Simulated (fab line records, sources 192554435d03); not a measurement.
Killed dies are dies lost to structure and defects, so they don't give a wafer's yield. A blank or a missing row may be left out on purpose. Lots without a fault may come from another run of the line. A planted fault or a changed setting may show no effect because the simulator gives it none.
Chamber matching | flow n5_finfet | N5_BEOL_M6_ETCH_65 on rie_diel-06: 4 sister chambers
The step etches SiARC in CF4, target depth 15.6 nm, time 26 s. 4 wafers are shown with their chamber, then 8 later ones without.

WAFERS WITH THEIR CHAMBER
wafer  | chamber | showerhead_plenum_p_Torr (Torr)
L080.3 | 2       | 2.17
L088.1 | 0       | 2.05
L090.3 | 1       | 2.20
L092.1 | 3       | 2.17

WAFERS WITHOUT THEIR CHAMBER
wafer  | showerhead_plenum_p_Torr (Torr)
L092.3 | 2.16
L092.4 | 2.19
L095.1 | 2.17
L095.2 | 2.30
L095.4 | 2.16
L097.2 | 2.30
L097.4 | 2.17
L097.5 | 2.19

WHICH CHAMBER EACH WENT THROUGH
wafer  | from the rows above               | in truth
L092.3 | can't be placed: 2 or 3 or 1 or 0 | 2
L092.4 | can't be placed: 1 or 2 or 3      | 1
L095.1 | can't be placed: 2 or 3 or 1      | 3
L095.2 | can't be placed: 1 or 2 or 3      | 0
L095.4 | can't be placed: 2 or 3 or 1 or 0 | 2
L097.2 | can't be placed: 1 or 2 or 3      | 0
L097.4 | can't be placed: 2 or 3 or 1      | 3
L097.5 | can't be placed: 1 or 2 or 3      | 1
Placed correctly: 0 of 8. Can't be placed from these rows: 8 (the true chamber is among the candidates in 6). Placed wrongly: 0.
How it was worked out, from the rows above alone: a wafer's distance from a chamber is the root of the sum, over the readings, of the square of ((its reading less the chamber's mean) divided by the reading's scatter). The wafer belongs to the nearest chamber; if the next one is less than 2 further off, it can't be placed. A chamber's mean is the mean of its shown wafers. The scatter: with one shown wafer a chamber, the root of the mean of the squares of how far each hidden wafer lies from its nearest shown one.
